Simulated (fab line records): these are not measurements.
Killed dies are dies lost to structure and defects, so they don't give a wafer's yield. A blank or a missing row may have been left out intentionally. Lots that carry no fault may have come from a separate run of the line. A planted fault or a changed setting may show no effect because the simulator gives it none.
fab line records	flow nand_harc
[record] lots = 7	wafers = 21	last_day = 24
route steps=1159 shown P_GATE@133 END@1159
lots that met no fault: taken from a fault-free run of the same line
start_h: hours from the record's first day to the start of the lot's first wafer shown	wait_h: time in hours since the lot's previous step	" repeats the value in the row above	L1.1+2: a row that stands for several wafers	- either no value or no given start	* or withheld: withheld	< > ~ a bound
route shown NAME@n: a module of which the file shows steps, and the number in the route of the first	usual: average and standard deviation across the fault-free wafers	same: alike in all rows	chamber/n: place in a boat	sites: each site's reading	_std_site: their standard deviation	_edge_site: outer sites' mean less inner sites'	radius_mm: how far each site lies from the wafer's centre	mask NAME#n: copy n	behind: the tool/chamber that last shaped the wafer	hold: the reason the lot was held/the length of the hold in hours/how it ended	device: transistor that didn't switch, given as n, p or np	end of line: the tests these same wafers got at the end of their route	for a step that has no rows: nothing shown but its recipe	killed: at the first sort, the dies lost to defects and structure; wafer yield is something else	map: a wafer's dies, marking killed ones x, the rest . and places with no die _
set.NAME: the setting the step ran with; set.NAME@STEP: the setting that earlier step ran with	model.NAME: the simulator's own value behind a step, which no gauge read
lots seen at some steps along the route; tables by step, rows by wafer
services: when a tool's chamber went out of use (start_h, in hours from the record's first day, below 0 if earlier), for how many hours, and the reason
[[steps]]
[step NHARC_P_GATE_DEHYDRATE_18]
[recipe] temp_c = 150	time_s = 120
[step NHARC_P_GATE_HMDS_19]
[recipe] time_s = 30
[step NHARC_P_GATE_COAT_20]
[recipe] spin_rpm = 1500	resist_thk_nm = 90
[step NHARC_P_GATE_SOFTBAKE_21]
[recipe] temp_c = 105	time_s = 55
[step NHARC_P_GATE_EBR_22]
[step NHARC_P_GATE_EXPOSE_23]
[recipe] na = 1.35	target_cd_nm = 120	dose_mj = 93.91	mask_id = P_GATE
[step NHARC_P_GATE_PEB_24]
[recipe] peb_temp_c = 100	peb_time_s = 65
[step NHARC_P_GATE_DEVELOP_25]
[recipe] develop_time_s = 35	dev_temp_c = 23
[step NHARC_P_GATE_CD_MEAS_26]
[recipe] target_cd_nm = 120	landing_energy_ev = 500
[usual] cd_nm = 120.3/0.55
lot.wafer	tool	chamber	start_h	wait_h	cd_nm
L810.1	cd_sem-01	0	104.70	-	120.2
L810.2	"	0	"	"	120.7
L810.6	"	0	"	"	120.8
L813.1	cd_sem-02	0	114.08	-	119.6
L813.2	"	0	"	"	119.6
L813.6	"	0	"	"	119.7
L815.2	cd_sem-01	0	121.21	-	119.8
L815.3	"	0	"	"	119.7
L815.4	"	0	"	"	119.8
L814.1	cd_sem-02	0	121.98	-	120.8
L814.4	"	0	"	"	120.7
L814.5	"	0	"	"	119.5
L821.1	cd_sem-02	0	167.84	-	120.1
L821.4	"	0	"	"	120.0
L821.6	"	0	"	"	120.0
L827.2	cd_sem-01	0	198.57	-	120.9
L827.3	"	0	"	"	121.3
L827.5	"	0	"	"	121.2
L830.1	cd_sem-01	0	216.56	-	120.0
L830.2	"	0	"	"	119.6
L830.4	"	0	"	"	119.8
[step NHARC_P_GATE_OVL_MEAS_27]
[usual] overlay_x_nm = 0.0/0.59	overlay_y_nm = -0.1/0.81
lot.wafer	tool	chamber	start_h	wait_h	overlay_x_nm	overlay_y_nm
L810.1	overlay-01	-	104.78	-	-0.1	-2.2
L810.2	"	-	"	"	0.2	-2.1
L810.6	"	-	"	"	0.3	-2.0
L813.1	overlay-02	-	114.17	-	1.2	0.9
L813.2	"	-	"	"	0.7	1.1
L813.6	"	-	"	"	1.5	1.0
L815.2	overlay-01	-	121.30	-	-0.3	0.2
L815.3	"	-	"	"	-0.3	0.2
L815.4	"	-	"	"	-0.9	-0.2
L814.1	overlay-02	-	122.07	-	0.1	0.9
L814.4	"	-	"	"	0.5	-0.1
L814.5	"	-	"	"	0.5	0.5
L821.1	overlay-02	-	167.93	-	-0.6	0.2
L821.4	"	-	"	"	0.3	0.3
L821.6	"	-	"	"	0.9	-0.4
L827.2	overlay-02	-	198.66	-	-0.7	0.8
L827.3	"	-	"	"	-0.7	0.7
L827.5	"	-	"	"	0.0	0.9
L830.1	overlay-01	-	216.65	-	-0.8	-0.4
L830.2	"	-	"	"	-0.9	0.0
L830.4	"	-	"	"	-1.3	-0.3
[step NHARC_P_GATE_INSPECT_28]
[usual] raw_defect_count = 5.8/2.7
lot.wafer	tool	chamber	start_h	wait_h	raw_defect_count
L810.1	defect_inspect-01	-	104.82	0.0	7
L810.2	"	-	"	"	2
L810.6	"	-	"	"	3
L813.1	defect_inspect-01	-	114.21	0.0	4
L813.2	"	-	"	"	3
L813.6	"	-	"	"	5
L815.2	defect_inspect-01	-	121.34	0.0	3
L815.3	"	-	"	"	5
L815.4	"	-	"	"	2
L814.1	defect_inspect-02	-	122.11	0.0	6
L814.4	"	-	"	"	6
L814.5	"	-	"	"	6
L821.1	defect_inspect-01	-	167.97	0.0	5
L821.4	"	-	"	"	7
L821.6	"	-	"	"	7
L827.2	defect_inspect-01	-	198.70	0.0	4
L827.3	"	-	"	"	5
L827.5	"	-	"	"	8
L830.1	defect_inspect-02	-	216.68	0.0	7
L830.2	"	-	"	"	6
L830.4	"	-	"	"	6
[step NHARC_P_GATE_DESCUM_31]
[recipe] time_s = 3	o2_flow_sccm = 200	ar_flow_sccm = 0	bias_power_w = 0	chemistry = O2
[usual] drypump_motor_current_A = 5.7/0.39	oes_product_au = 1.000/0.0075	rf_vpp_V = 58.0/0.96	showerhead_plenum_p_Torr = 1.93/0.11	throttle_valve_pct = 11.311/0.0093
[same] time_s = 3
lot.wafer	tool	chamber	start_h	wait_h	drypump_motor_current_A	oes_product_au	rf_hours_counter_h	rf_vpp_V	showerhead_plenum_p_Torr	throttle_valve_pct
L810.2	rie_diel-01	0	104.88	0.1	6.4	0.984	48	57.1	1.79	11.315
L810.1	"	1	"	"	5.6	0.993	55	57.5	1.96	11.307
L810.6	"	0	"	"	6.3	0.990	-	56.6	1.80	11.331
L813.2	rie_diel-12	3	114.28	0.1	5.4	1.021	26	56.9	1.77	11.314
L813.1	"	0	"	"	5.6	1.007	26	58.4	1.78	11.305
L813.6	"	2	"	"	4.8	1.010	-	55.8	1.80	11.322
L815.2	rie_diel-01	0	121.41	0.1	6.4	0.999	52	56.5	1.79	11.310
L815.4	"	1	"	"	5.7	0.997	59	58.6	1.96	11.321
L815.3	"	2	"	"	6.7	1.003	47	57.5	1.93	11.317
L814.4	rie_diel-11	3	122.18	0.1	5.8	0.999	20	58.0	1.95	11.297
L814.1	"	1	"	"	5.6	0.992	20	59.0	2.05	11.319
L814.5	"	3	"	"	5.8	0.997	-	56.8	1.95	11.311
L821.1	rie_diel-11	0	168.03	0.1	5.6	1.007	30	56.8	2.03	11.312
L821.4	"	2	"	"	5.8	1.005	25	56.4	1.81	11.305
L821.6	"	1	"	"	5.6	1.010	-	58.5	2.04	11.315
L827.2	rie_diel-11	3	198.77	0.1	5.8	0.994	0	58.3	1.95	11.320
L827.3	"	0	"	"	5.6	0.996	0	58.1	2.03	11.311
L827.5	"	1	"	"	5.6	0.992	-	58.0	2.04	11.302
L830.1	rie_diel-12	2	216.74	0.1	4.8	1.004	2	58.4	1.79	11.315
L830.2	"	3	"	"	5.4	1.010	2	59.8	2.08	11.322
L830.4	"	1	"	"	5.2	1.001	2	59.5	2.02	11.314
[step NHARC_P_GATE_ETCH_104]
[recipe] target_depth_a = 600	time_s = withheld	cf4_flow_sccm = 100	chf3_flow_sccm = 30	ar_flow_sccm = 0	rf_w = 500	bias_w = 200	chemistry = CF4/CHF3
[usual] bias_w = 199.9/0.59	cf4_flow_sccm = 100.00/0.28	drypump_motor_current_A = 5.7/0.4	oes_product_au = 0.947/0.02	rf_fwd_power_W = 492.2/1.9	rf_vpp_V = 371.0/2.8	showerhead_plenum_p_Torr = 1.59/0.08	throttle_valve_pct = 16.801/0.0094
lot.wafer	tool	chamber	start_h	wait_h	bias_w	cf4_flow_sccm	drypump_motor_current_A	oes_product_au	rf_fwd_power_W	rf_vpp_V	showerhead_plenum_p_Torr	throttle_valve_pct
L810.1	rie_diel-01	3	104.98	0.1	200.4	100.07	6.3	0.963	489.8	372.2	1.66	16.792
L810.2	"	1	"	"	200.5	100.31	5.7	0.959	494.9	371.6	1.61	16.800
L810.6	"	3	"	"	201.1	100.16	6.3	0.961	489.6	373.9	1.66	16.795
L813.2	rie_diel-12	1	114.36	0.1	-	-	-	-	-	-	-	-
L813.1	"	2	"	"	-	-	-	-	-	-	-	-
L813.6	"	0	"	"	-	-	-	-	-	-	-	-
L815.3	rie_diel-01	0	121.48	0.1	-	-	-	-	-	-	-	-
L815.4	"	2	"	"	-	-	-	-	-	-	-	-
L815.2	"	3	"	"	-	-	-	-	-	-	-	-
L814.1	rie_diel-11	3	122.26	0.1	-	-	-	-	-	-	-	-
L814.4	"	0	"	"	-	-	-	-	-	-	-	-
L814.5	"	3	"	"	-	-	-	-	-	-	-	-
L821.1	rie_diel-11	1	168.11	0.1	200.3	100.21	5.6	0.930	489.8	374.2	1.67	16.811
L821.4	"	2	"	"	200.0	100.13	5.8	0.987	490.9	368.5	1.49	16.797
L821.6	"	2	"	"	200.3	100.63	5.8	0.982	490.4	368.0	1.50	16.799
L827.2	rie_diel-11	0	198.86	0.1	199.7	99.69	5.6	0.947	492.2	371.6	1.66	16.815
L827.3	"	2	"	"	200.2	100.13	5.8	0.946	491.1	365.4	1.49	16.815
L827.5	"	3	"	"	200.5	99.66	5.8	0.950	491.8	372.1	1.60	16.810
L830.4	rie_diel-12	1	216.83	0.1	198.7	100.05	5.2	0.948	489.8	372.4	1.66	16.806
L830.2	"	2	"	"	199.6	99.80	4.8	0.958	493.6	368.8	1.47	16.784
L830.1	"	0	"	"	199.1	100.45	5.5	0.972	495.2	374.4	1.70	16.798
[step NHARC_P_GATE_HM_OPEN_105]
[recipe] target_depth_a = 3600	o2_flow_sccm = 400	cos_flow_sccm = 20	ar_flow_sccm = 0	rf_w = 500	bias_w = 300	chemistry = O2/COS
[usual] drypump_motor_current_A = 5.7/0.4	oes_product_au = 1.000/0.0071	rf_fwd_power_W = 498.0/1.5	rf_vpp_V = 468/3.5	showerhead_plenum_p_Torr = 3.16/0.16	throttle_valve_pct = 28.330/0.0079
lot.wafer	tool	chamber	start_h	wait_h	drypump_motor_current_A	oes_product_au	rf_fwd_power_W	rf_hours_counter_h	rf_vpp_V	showerhead_plenum_p_Torr	throttle_valve_pct
L810.2	rie_diel-01	3	-	-	6.3	1.003	495.9	55	471	3.29	28.325
L810.1	"	0	"	"	6.4	0.996	501.0	48	463	2.94	28.333
L810.6	"	0	"	"	6.4	1.002	499.7	-	462	2.94	28.328
L813.2	rie_diel-12	0	-	-	5.6	0.999	497.7	26	463	2.92	28.314
L813.1	"	3	"	"	5.4	1.010	498.4	26	462	2.91	28.318
L813.6	"	0	"	"	5.6	0.998	497.6	-	462	2.92	28.332
L815.4	rie_diel-01	3	-	-	6.2	0.997	500.0	59	471	3.29	28.338
L815.2	"	0	"	"	6.4	0.994	499.0	52	463	2.94	28.330
L815.3	"	1	"	"	5.7	1.000	501.7	59	468	3.19	28.335
L814.1	rie_diel-11	2	-	-	5.8	1.006	497.5	20	463	2.97	28.320
L814.4	"	3	"	"	5.8	1.000	497.8	20	468	3.18	28.335
L814.5	"	0	"	"	5.6	0.995	498.8	-	472	3.30	28.328
L821.4	rie_diel-11	3	-	-	5.8	0.992	499.3	29	467	3.18	28.330
L821.1	"	1	"	"	5.6	1.008	500.0	31	473	3.32	28.321
L821.6	"	0	"	"	5.6	0.993	497.2	-	471	3.30	28.332
L827.2	rie_diel-11	3	-	-	5.8	0.998	500.4	0	468	3.17	28.326
L827.3	"	0	"	"	5.6	1.009	497.0	0	472	3.30	28.333
L827.5	"	3	"	"	5.8	0.992	498.4	-	468	3.17	28.333
L830.2	rie_diel-12	1	-	-	5.2	0.998	497.6	2	470	3.28	28.332
L830.4	"	2	"	"	4.9	1.009	495.3	2	463	2.92	28.322
L830.1	"	3	"	"	5.4	0.999	498.5	2	470	3.37	28.321
[step NHARC_END_SORT_01]
[recipe] temp_c = 25
[usual] killed_at_array = 24/7.4	killed_at_other = 0.5/0.81	killed_at_periphery = 3.4/2.3	killed_dies = 28/8	killed_open = 3.4/1.8	killed_short = 2.0/1.4
[same] gross_dies = 677
lot.wafer	tool	chamber	start_h	wait_h	hold	killed_at_array	killed_at_other	killed_at_periphery	killed_dies	killed_open	killed_short
L810.1	prober-02	0	449.89	2.5	-	31	0	3	34	3	0
L810.2	prober-02	0	450.68	2.8	-	30	0	3	33	1	3
L810.6	prober-02	0	453.84	3.9	-	40	1	2	43	3	1
L814.1	prober-02	0	457.66	2.5	await_dispo/3.1h/scrap	18	1	658	677	3	0
L814.4	prober-02	0	460.05	3.4	await_dispo/3.1h/scrap	28	1	648	677	7	3
L814.5	prober-02	0	460.85	3.7	await_dispo/3.1h/scrap	15	0	662	677	6	3
L813.1	prober-01	0	457.70	2.5	await_dispo/7.0h/scrap	13	0	664	677	0	0
L813.2	prober-01	0	458.51	2.8	await_dispo/7.0h/scrap	32	0	645	677	9	5
L813.6	prober-01	0	461.74	4.0	await_dispo/7.0h/scrap	24	1	652	677	1	3
L815.2	prober-02	0	466.31	2.8	await_dispo/4.4h/scrap	39	1	637	677	5	6
L815.3	prober-02	0	467.11	3.1	await_dispo/4.4h/scrap	37	1	639	677	5	2
L815.4	prober-02	0	467.90	3.4	await_dispo/4.4h/scrap	26	0	651	677	6	1
L821.1	prober-02	0	517.14	2.5	-	13	0	7	20	4	1
L821.4	prober-02	0	519.48	3.3	-	19	0	6	25	4	3
L821.6	prober-02	0	521.04	3.9	-	15	3	5	23	8	2
L827.2	prober-02	0	556.59	2.8	-	19	0	3	22	1	2
L827.3	prober-02	0	557.40	3.1	-	19	0	7	26	3	1
L827.5	prober-02	0	559.02	3.7	-	24	1	6	31	5	2
L830.1	prober-01	0	569.45	2.5	-	29	1	8	38	2	4
L830.2	prober-01	0	570.26	2.8	-	29	0	5	34	3	1
L830.4	prober-01	0	571.87	3.4	-	27	0	9	36	1	1
// killed by level:class
L810.1 A_CHANNEL_HOLE_D1:chamber_film_flake=13 A_SLIT:chamber_film_flake=9 A_STAIRCASE:chamber_film_flake=3 A_CONTACT:chamber_film_flake=2 P_M0:geometric_particle:open=1 A_STAIRCASE:geometric_particle:open=1 A_CONTACT:geometric_particle:open=1 P_STI:chamber_film_flake=1
L810.2 A_CHANNEL_HOLE_D1:chamber_film_flake=9 A_SLIT:chamber_film_flake=9 A_CONTACT:chamber_film_flake=7 A_SGD_CUT:geometric_particle:short=2 A_STAIRCASE:chamber_film_flake=2 P_M0:geometric_particle:short=1 A_SGD_CUT:geometric_particle:open=1 P_GATE:chamber_film_flake=1
L810.6 A_CHANNEL_HOLE_D1:chamber_film_flake=19 A_SLIT:chamber_film_flake=8 A_CONTACT:chamber_film_flake=8 A_STAIRCASE:chamber_film_flake=2 P_M0:geometric_particle:open=1 A_WL_FILL:geometric_particle:short=1 A_CONTACT:geometric_particle:open=1 P_M1:chamber_film_flake=1
L814.1 P_GATE:area_etch=655 A_BLC:chamber_film_flake=5 P_ZERO_WELL:chamber_film_flake=3 A_SLIT:chamber_film_flake=3 A_CHANNEL_HOLE_D1:chamber_film_flake=2 A_CHANNEL_FILL_D1:chamber_film_flake=2 A_STAIRCASE:chamber_film_flake=2 A_STAIRCASE:geometric_particle:open=1
L813.1 P_GATE:area_etch=664 A_CONTACT:chamber_film_flake=6 A_CHANNEL_HOLE_D1:chamber_film_flake=4 A_ZERO_WELL:chamber_film_flake=2 A_STAIRCASE:chamber_film_flake=1
L813.2 P_GATE:area_etch=644 A_CHANNEL_HOLE_D1:chamber_film_flake=11 A_CONTACT:chamber_film_flake=7 A_WL_FILL:geometric_particle:open=3 A_CHANNEL_FILL_D1:geometric_particle:short=2 A_CONTACT:geometric_particle:open=2 A_BLC:geometric_particle:open=2 P_CONTACT:geometric_particle:open=1
L814.4 P_GATE:area_etch=644 A_SLIT:chamber_film_flake=8 A_CHANNEL_HOLE_D1:chamber_film_flake=3 A_STAIRCASE:chamber_film_flake=3 A_BLC:chamber_film_flake=3 A_SGD_CUT:chamber_film_flake=2 A_CONTACT:chamber_film_flake=2 P_GATE:geometric_particle:short=1
L814.5 P_GATE:area_etch=657 A_SLIT:chamber_film_flake=3 A_ONON_D1:geometric_particle:short=2 P_ZERO_WELL:chamber_film_flake=2 A_CHANNEL_FILL_D1:chamber_film_flake=2 A_STAIRCASE:chamber_film_flake=2 P_GATE:geometric_particle:open=1 P_M0:geometric_particle:open=1
L813.6 P_GATE:area_etch=651 A_CHANNEL_HOLE_D1:chamber_film_flake=14 A_CONTACT:chamber_film_flake=4 A_STAIRCASE:chamber_film_flake=2 A_ONON_D1:geometric_particle:short=1 A_STAIRCASE:geometric_particle:open=1 A_WL_FILL:geometric_particle:short=1 P_ZERO_WELL:chamber_film_flake=1
L815.2 P_GATE:area_etch=636 A_SLIT:chamber_film_flake=12 A_CHANNEL_HOLE_D1:chamber_film_flake=10 A_CONTACT:chamber_film_flake=4 A_WL_FILL:geometric_particle:short=2 A_CHANNEL_FILL_D1:chamber_film_flake=2 P_CONTACT:geometric_particle:short=1 A_SOURCE_PLATE:geometric_particle:open=1
L815.3 P_GATE:area_etch=637 A_CHANNEL_HOLE_D1:chamber_film_flake=15 A_SLIT:chamber_film_flake=7 A_CONTACT:chamber_film_flake=4 A_CONTACT:geometric_particle:open=2 A_ZERO_WELL:chamber_film_flake=2 A_CHANNEL_FILL_D1:chamber_film_flake=2 P_GATE:geometric_particle:open=1
L815.4 P_GATE:area_etch=649 A_CHANNEL_HOLE_D1:chamber_film_flake=8 A_CONTACT:chamber_film_flake=6 A_CHANNEL_FILL_D1:chamber_film_flake=3 A_SLIT:chamber_film_flake=3 A_CHANNEL_FILL_D1:geometric_particle:open=2 P_GATE:geometric_particle:open=1 A_ONON_D1:geometric_particle:open=1
L821.1 P_ZERO_WELL:chamber_film_flake=4 A_M0:geometric_particle:open=3 A_CHANNEL_HOLE_D1:chamber_film_flake=3 P_STI:chamber_film_flake=2 A_STAIRCASE:chamber_film_flake=2 A_ONON_D1:geometric_particle:short=1 A_SGD_CUT:geometric_particle:open=1 P_GATE:chamber_film_flake=1
L821.4 A_CHANNEL_HOLE_D1:chamber_film_flake=6 A_WL_FILL:chamber_film_flake=5 P_ZERO_WELL:chamber_film_flake=3 A_STAIRCASE:chamber_film_flake=3 A_CHANNEL_FILL_D1:geometric_particle:short=2 A_CONTACT:geometric_particle:open=2 P_STI:geometric_particle:short=1 P_GATE:geometric_particle:open=1
L821.6 A_CHANNEL_HOLE_D1:chamber_film_flake=4 A_CONTACT:geometric_particle:open=3 A_STAIRCASE:chamber_film_flake=3 A_M0:geometric_particle:open=2 STARTING-WAFER:geometric_particle:open=2 P_STI:chamber_film_flake=2 P_M1:geometric_particle:short=1 A_SOURCE_PLATE:geometric_particle:short=1
L827.2 A_CHANNEL_HOLE_D1:chamber_film_flake=12 P_GATE:chamber_film_flake=2 A_STAIRCASE:chamber_film_flake=2 A_ONON_D1:geometric_particle:short=1 A_CONTACT:geometric_particle:open=1 A_M0:geometric_particle:short=1 P_STI:chamber_film_flake=1 A_CONTACT:chamber_film_flake=1
L827.3 A_CHANNEL_HOLE_D1:chamber_film_flake=10 P_GATE:chamber_film_flake=4 A_CONTACT:chamber_film_flake=3 A_STAIRCASE:chamber_film_flake=2 P_CONTACT:geometric_particle:open=1 A_SGD_CUT:geometric_particle:short=1 A_CONTACT:geometric_particle:open=1 A_M0:geometric_particle:open=1
L827.5 A_CHANNEL_HOLE_D1:chamber_film_flake=11 A_STAIRCASE:chamber_film_flake=6 P_GATE:chamber_film_flake=5 A_CONTACT:chamber_film_flake=2 P_M0:geometric_particle:open=1 A_CHANNEL_HOLE_D1:geometric_particle:short=1 A_CHANNEL_FILL_D1:geometric_particle:open=1 A_WL_FILL:geometric_particle:open=1
L830.1 A_SLIT:chamber_film_flake=9 A_CONTACT:chamber_film_flake=8 P_M2:chamber_film_flake=5 A_CHANNEL_HOLE_D1:chamber_film_flake=4 A_STAIRCASE:chamber_film_flake=3 A_CONTACT:geometric_particle:open=2 P_GATE:chamber_film_flake=2 P_M0:geometric_particle:short=1
L830.2 A_SLIT:chamber_film_flake=18 P_M2:chamber_film_flake=3 A_CHANNEL_HOLE_D1:chamber_film_flake=3 A_WL_FILL:chamber_film_flake=2 A_CONTACT:chamber_film_flake=2 P_M2:geometric_particle:open=1 A_WL_FILL:geometric_particle:short=1 A_WL_FILL:geometric_particle:open=1
L830.4 A_SLIT:chamber_film_flake=11 P_M2:chamber_film_flake=8 A_STAIRCASE:chamber_film_flake=4 A_CONTACT:chamber_film_flake=4 A_CHANNEL_HOLE_D1:chamber_film_flake=3 A_WL_FILL:chamber_film_flake=3 A_ONON_D1:geometric_particle:short=1 A_M0:geometric_particle:open=1
// map L813.1 (x killed, . not)
____________x____________
_________xxxxxxx_________
_______xxxxxxxxxxx_______
______xxxxxxxxxxxxx______
_____xxxxxxxxxxxxxxx_____
____xxxxxxxxxxxxxxxxx____
____xxxxxxxxxxxxxxxxx____
___xxxxxxxxxxxxxxxxxxx___
___xxxxxxxxxxxxxxxxxxx___
__xxxxxxxxxxxxxxxxxxxxx__
__xxxxxxxxxxxxxxxxxxxxx__
_xxxxxxxxxxxxxxxxxxxxxxx_
_xxxxxxxxxxxxxxxxxxxxxxx_
_xxxxxxxxxxxxxxxxxxxxxxx_
_xxxxxxxxxxxxxxxxxxxxxxx_
_xxxxxxxxxxxxxxxxxxxxxxx_
xxxxxxxxxxxxxxxxxxxxxxxxx
xxxxxxxxxxxxxxxxxxxxxxxxx
xxxxxxxxxxxxxxxxxxxxxxxxx
xxxxxxxxxxxxxxxxxxxxxxxxx
xxxxxxxxxxxxxxxxxxxxxxxxx
_xxxxxxxxxxxxxxxxxxxxxxx_
_xxxxxxxxxxxxxxxxxxxxxxx_
_xxxxxxxxxxxxxxxxxxxxxxx_
_xxxxxxxxxxxxxxxxxxxxxxx_
_xxxxxxxxxxxxxxxxxxxxxxx_
__xxxxxxxxxxxxxxxxxxxxx__
__xxxxxxxxxxxxxxxxxxxxx__
___xxxxxxxxxxxxxxxxxxx___
___xxxxxxxxxxxxxxxxxxx___
____xxxxxxxxxxxxxxxxx____
____xxxxxxxxxxxxxxxxx____
_____xxxxxxxxxxxxxxx_____
______xxxxxxxxxxxxx______
_______xxxxxxxxxxx_______
_________xxxxxxx_________
____________x____________
// map L814.1 (x killed, . not)
____________x____________
_________xxxxxxx_________
_______xxxxxxxxxxx_______
______xxxxxxxxxxxxx______
_____xxxxxxxxxxxxxxx_____
____xxxxxxxxxxxxxxxxx____
____xxxxxxxxxxxxxxxxx____
___xxxxxxxxxxxxxxxxxxx___
___xxxxxxxxxxxxxxxxxxx___
__xxxxxxxxxxxxxxxxxxxxx__
__xxxxxxxxxxxxxxxxxxxxx__
_xxxxxxxxxxxxxxxxxxxxxxx_
_xxxxxxxxxxxxxxxxxxxxxxx_
_xxxxxxxxxxxxxxxxxxxxxxx_
_xxxxxxxxxxxxxxxxxxxxxxx_
_xxxxxxxxxxxxxxxxxxxxxxx_
xxxxxxxxxxxxxxxxxxxxxxxxx
xxxxxxxxxxxxxxxxxxxxxxxxx
xxxxxxxxxxxxxxxxxxxxxxxxx
xxxxxxxxxxxxxxxxxxxxxxxxx
xxxxxxxxxxxxxxxxxxxxxxxxx
_xxxxxxxxxxxxxxxxxxxxxxx_
_xxxxxxxxxxxxxxxxxxxxxxx_
_xxxxxxxxxxxxxxxxxxxxxxx_
_xxxxxxxxxxxxxxxxxxxxxxx_
_xxxxxxxxxxxxxxxxxxxxxxx_
__xxxxxxxxxxxxxxxxxxxxx__
__xxxxxxxxxxxxxxxxxxxxx__
___xxxxxxxxxxxxxxxxxxx___
___xxxxxxxxxxxxxxxxxxx___
____xxxxxxxxxxxxxxxxx____
____xxxxxxxxxxxxxxxxx____
_____xxxxxxxxxxxxxxx_____
______xxxxxxxxxxxxx______
_______xxxxxxxxxxx_______
_________xxxxxxx_________
____________x____________
[[services]]
tool	chamber	start_h	hours	kind
rie_diel-12	2	94.19	3.5	repair
rie_diel-11	0	95.21	-	clean
rie_diel-11	1	95.21	-	clean
rie_diel-11	2	95.21	-	clean
rie_diel-11	3	95.21	-	clean
rie_diel-12	0	116.79	6.0	repair
rie_diel-11	0	119.75	-	clean
rie_diel-11	1	119.75	-	clean
rie_diel-11	2	119.75	-	clean
rie_diel-11	3	119.75	-	clean
rie_diel-01	-	137.80	9.0	pm
rie_diel-11	2	140.05	15.5	repair
rie_diel-11	0	144.25	-	clean
rie_diel-11	1	144.25	-	clean
rie_diel-11	3	144.25	-	clean
rie_diel-11	0	168.77	-	clean
rie_diel-11	1	168.77	-	clean
rie_diel-11	2	168.77	-	clean
rie_diel-11	3	168.77	-	clean
rie_diel-11	-	189.50	9.0	pm
rie_diel-11	0	189.50	9.0	vent_cycle
rie_diel-11	1	189.50	9.0	vent_cycle
rie_diel-11	2	189.50	9.0	vent_cycle
rie_diel-12	-	202.42	9.0	pm
[[key]]
[first_sign] step = NHARC_P_GATE_ETCH_104	reading = tool_record	direction = missing
[effect] step = NHARC_END_SORT_01	reading = killed_at_periphery	direction = up	sigmas = 99+	usual = 3.4	struck = 650.7
[more_kills_born_at] NHARC_P_GATE_ETCH_104@rie_diel-12 = 1959	NHARC_P_GATE_ETCH_104@rie_diel-11 = 1956	NHARC_P_GATE_ETCH_104@rie_diel-01 = 1921
met_at NHARC_P_GATE_ETCH_104
struck_wafers L813.1,L813.2,L813.6,L814.1,L814.4,L814.5,L815.2,L815.3,L815.4
later_rows_left_out L813.1,L813.2,L813.6,L814.1,L814.4,L814.5,L815.2,L815.3,L815.4
tester_left_out L813,L814,L815
onset_between 104.98 114.36
[fault] kind = skipped_step_whole	tool = rie_diel-01,rie_diel-11,rie_diel-12	chamber = -	onset_h = 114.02	steps = NHARC_P_GATE_ETCH_104	scope = struck_lots_only
// tester_left_out: of these lots the tester's yield and bins aren't shown, on N5 and GAA mostly nor the transistor test; their killed dies are dies lost to structure and defects alone, not to doping, threshold or leakage, so they don't give the yield
// later_rows_left_out: the simulator's readings of these wafers behind a module that went badly wrong aren't trusted and aren't shown, but for the sort
